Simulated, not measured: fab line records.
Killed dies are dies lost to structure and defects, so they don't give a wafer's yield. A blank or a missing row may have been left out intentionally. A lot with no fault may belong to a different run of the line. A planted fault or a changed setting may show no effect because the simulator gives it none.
Which tool is to blame? -- flow nand-harc -- Sampling: 11 lots, 33 wafers, 6 of 1159 route steps

WHAT THE GAUGES READ, wafer by wafer
NHARC_P_CONTACT_INSPECT_14. Usual: raw-defect-count at 3.9, with a standard deviation of 2.
lot,measured,on,raw-defect-count,flag
L871,day 5 16:46,defect-inspect-02,3 5 4,
L873,day 6 06:24,defect-inspect-02,6 3 2,
L872,day 6 07:21,defect-inspect-01,5 2 2,
L874,day 6 11:03,defect-inspect-01,6 5 6,
L880,day 8 01:01,defect-inspect-02,2 7 3,
L883,day 8 17:55,defect-inspect-02,4 2 0,
L881,day 8 23:50,defect-inspect-02,5 2 4,
L886,day 9 13:50,defect-inspect-02,7 7 2,
L887,day 9 19:44,defect-inspect-02,8 1 0,
L892,day 11 04:35,defect-inspect-02,4 2 2,
L893,day 11 08:32,defect-inspect-01,2 4 5,

NHARC_P_M0_CD_MEAS_09: target cd 90 nm. Usual: cd-nm at 90.0 nm, with a standard deviation of 0.52.
lot,measured,on,cd-nm (nm),flag
L871,day 6 05:38,cd-sem-03,90.4 90.7 90.9,
L873,day 6 15:28,cd-sem-01,90.1 90.3 89.8,
L872,day 6 15:53,cd-sem-01,88.0 89.3 88.9,
L874,day 6 16:17,cd-sem-01,89.7 89.8 89.3,
L880,day 8 05:37,cd-sem-01,90.3 90.1 89.7,
L883,day 9 02:46,cd-sem-03,90.4 89.6 90.2,
L881,day 9 03:46,cd-sem-03,90.4 90.0 90.5,
L886,day 10 02:05,cd-sem-03,100.2 100.8 101.1,OFF
L887,day 10 02:43,cd-sem-01,89.6 90.1 90.9,
L892,day 11 08:43,cd-sem-01,98.6 99.0 98.7,OFF
L893,day 11 12:47,cd-sem-03,89.8 89.6 90.0,

NHARC_END_SORT_01. Usual: defect-limited-yield 95.7 %, standard deviation 1.5; killed-at-array 25, standard deviation 9.8; killed-at-other 0.8, standard deviation 1.1; killed-at-periphery 3.3, standard deviation 2.1; killed-dies 29, standard deviation 10; killed-open 3.3, standard deviation 1.8; killed-short 1.9, standard deviation 1.4; sort_bin_2_pct 1.3 %, standard deviation 0.6; sort_bin_3_pct 0.25 %, standard deviation 0.23; sort_bin_4_pct 2.8 %, standard deviation 0.97; sort-n-pass 648, standard deviation 10; sort-rim-yield-pct 95 %, standard deviation 3.2; sort-yield-pct 95.7 %, standard deviation 1.5.
lot,measured,on,defect-limited-yield (%),killed-at-array,killed-at-other,killed-at-periphery,killed-dies,killed-open,killed-short,sort_bin_2_pct (%),sort_bin_3_pct (%),sort_bin_4_pct (%),sort-n-pass,sort-rim-yield-pct (%),sort-yield-pct (%),flag
L881,day 23 14:49,prober-01,95.6 95.3 96.3,24 27 23,1 1 0,5 4 2,30 32 25,3 5 3,4 1 0,1.2 1.2 0.4,0.15 0.59 0.30,3.1 3.0 3.0,647 645 652,95 95 93,95.6 95.3 96.3,

EACH LOT AND THE TOOL THAT RAN IT (in order: tool; ch and the chambers of the sampled wafers; start)
lot,NHARC_P_CONTACT_ETCH_18,NHARC_P_CONTACT_ETCH_31,NHARC_P_M0_EXPOSE_06
L871,"rie-diel-02 ch 2,3, day 6 05:30 or earlier","rie-diel-02 ch 1,2,3, day 6 05:30 or earlier","arfi-scanner-02 ch 0, day 6 05:30"
L873,"rie-diel-09 ch 0,2, day 6 15:20 or earlier","rie-diel-09 ch 0,2,3, day 6 15:20 or earlier","arfi-scanner-02 ch 0, day 6 15:20"
L872,"rie-diel-02 ch 0,1, day 6 15:44 or earlier","rie-diel-02 ch 0,3, day 6 15:44 or earlier","arfi-scanner-02 ch 0, day 6 15:44"
L874,"rie-diel-02 ch 0,1, day 6 16:09 or earlier","rie-diel-02 ch 0,2,3, day 6 16:09 or earlier","arfi-scanner-01 ch 0, day 6 16:09"
L880,"rie-diel-02 ch 0,3, day 8 05:28 or earlier","rie-diel-02 ch 0,3, day 8 05:28 or earlier","arfi-scanner-03 ch 0, day 8 05:28"
L883,"rie-diel-09 ch 1,2,3, day 9 02:38 or earlier","rie-diel-09 ch 0,3, day 9 02:38 or earlier","arfi-scanner-01 ch 0, day 9 02:38"
L881,"rie-diel-02 ch 2,3, day 9 03:38 or earlier","rie-diel-02 ch 0,1, day 9 03:38 or earlier","arfi-scanner-01 ch 0, day 9 03:38"
L886,"rie-diel-02 ch 1,2,3, day 10 01:56 or earlier","rie-diel-02 ch 0,1,3, day 10 01:56 or earlier","arfi-scanner-01 ch 0, day 10 01:56"
L887,"rie-diel-09 ch 2,3, day 10 02:35 or earlier","rie-diel-09 ch 0,1, day 10 02:35 or earlier","arfi-scanner-02 ch 0, day 10 02:35"
L892,"rie-diel-09 ch 0,3, day 11 08:35 or earlier","rie-diel-09 ch 0,2,3, day 11 08:35 or earlier","arfi-scanner-01 ch 0, day 11 08:35"
L893,"rie-diel-09 ch 1,2, day 11 12:39 or earlier","rie-diel-09 ch 1,2,3, day 11 12:39 or earlier","arfi-scanner-02 ch 0, day 11 12:39"
- NHARC_P_CONTACT_ETCH_18: etches the open film in C4F8/O2/Ar, target depth 481 nm, time 240.5 s.
- NHARC_P_CONTACT_ETCH_31: etches the open film in CH3F/O2, target depth 30 nm, time 85.7 s.
- NHARC_P_M0_EXPOSE_06: exposes mask P M0, target cd 90 nm.

AS READ BY THE TOOLS THEMSELVES (means over the sampled wafers that have a number; for cases with no such wafer, the mark the record gives instead)
NHARC_P_CONTACT_ETCH_18. Usual: oes-product-au 0.963 a.u., standard deviation 0.02; rf-vpp-V 978 V, standard deviation 6.2.
lot,tool,oes-product-au (a.u.),rf-vpp-V (V),flag
L871,rie-diel-02,0.964,973,
L873,rie-diel-09,0.976,974,
L872,rie-diel-02,0.980,975,
L874,rie-diel-02,0.927,975,
L880,rie-diel-02,0.961,974,
L883,rie-diel-09,0.944,984,
L881,rie-diel-02,0.968,974,
L886,rie-diel-02,0.970,973,
L887,rie-diel-09,0.977,981,
L892,rie-diel-09,0.976,983,
L893,rie-diel-09,0.963,980,

NHARC_P_CONTACT_ETCH_31. Usual: drypump-motor-current-A 5.7 A, standard deviation 0.38; oes-product-au 0.986 a.u., standard deviation 0.013; rf-vpp-V 244.2 V, standard deviation 1.5; showerhead-plenum-p-Torr 2.45 Torr, standard deviation 0.11; throttle-valve-pct 20.663 %, standard deviation 0.009.
lot,tool,drypump-motor-current-A (A),oes-product-au (a.u.),rf-vpp-V (V),showerhead-plenum-p-Torr (Torr),throttle-valve-pct (%),flag
L871,rie-diel-02,5.7,0.981,242.5,2.37,20.668,
L873,rie-diel-09,5.9,0.994,244.5,2.49,20.656,
L872,rie-diel-02,5.4,0.996,243.6,2.39,20.660,
L874,rie-diel-02,5.5,0.959,242.7,2.36,20.665,
L880,rie-diel-02,5.7,0.990,244.7,2.39,20.659,
L883,rie-diel-09,6.0,0.999,245.1,2.55,20.664,
L881,rie-diel-02,5.4,0.991,243.4,2.39,20.664,
L886,rie-diel-02,5.7,0.983,243.5,2.39,20.661,
L887,rie-diel-09,5.5,0.981,243.7,2.41,20.664,
L892,rie-diel-09,5.9,0.987,245.6,2.48,20.660,
L893,rie-diel-09,5.6,0.985,245.3,2.55,20.656,

NHARC_P_M0_EXPOSE_06. Usual: exposure-dose-mJ-cm2 at 81.26, with a standard deviation of 0.071.
lot,tool,exposure-dose-mJ-cm2,flag
L871,arfi-scanner-02,81.24,
L873,arfi-scanner-02,81.25,
L872,arfi-scanner-02,81.29,
L874,arfi-scanner-01,81.28,
L880,arfi-scanner-03,81.21,
L883,arfi-scanner-01,81.21,
L881,arfi-scanner-01,81.27,
L886,arfi-scanner-01,95.96,OFF
L887,arfi-scanner-02,81.26,
L892,arfi-scanner-01,93.06,OFF
L893,arfi-scanner-02,81.17,

THE ANSWER, worked out from the rows above alone
Rule: a lot is off if the mean of its wafers that have a number lies more than 3 standard deviations from the usual mean. A lot without any number at a reading at which 4 lots or more have one is off too. All remaining lots with rows at the step are treated as sound. Order of review: gauges by route order, followed by the tools' own readings, for which a lot's mean as printed above is used. The first step at which some lot is off is used, and at that step the reading that is off furthest; a lot without a number counts as furthest.
Off, at NHARC_P_M0_CD_MEAS_09 on cd-nm: L886, L892.
If a tool, at a process step before that reading, ran all the lots that are off and no sound lot after the first of them, it fits. Not tried: the gauges at NHARC_P_M0_CD_MEAS_09; whatever is off there is also off at NHARC_P_M0_EXPOSE_06, on other tools, and gauge error can't account for it. Because NHARC_P_CONTACT_ETCH_18 lacks a start for some lots, the hours and order of its lots are taken from NHARC_P_M0_EXPOSE_06. Because NHARC_P_CONTACT_ETCH_31 lacks a start for some lots, the hours and order of its lots are taken from NHARC_P_M0_EXPOSE_06. One fits: NHARC_P_M0_EXPOSE_06 on arfi-scanner-01. Its last sound lot is L881 (day 9 03:38), its first lot that is off L886 (day 10 01:56): a fault that began between those two fits.
The tool's own readings at NHARC_P_M0_EXPOSE_06 bear it out: on the lots that are off they differ by more than 5 times the standard deviation of the sound lots' means. exposure-dose-mJ-cm2 reads 94.51 there against 81.24 on the sound lots.

WHAT HAD BEEN PUT IN BY THE SIMULATOR
Drift in process parameters on arfi-scanner-01 at NHARC_P_M0_EXPOSE_06, starting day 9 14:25. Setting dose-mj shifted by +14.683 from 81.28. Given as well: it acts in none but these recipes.
Struck lots among those shown: L886, L892. The rule above found the same.
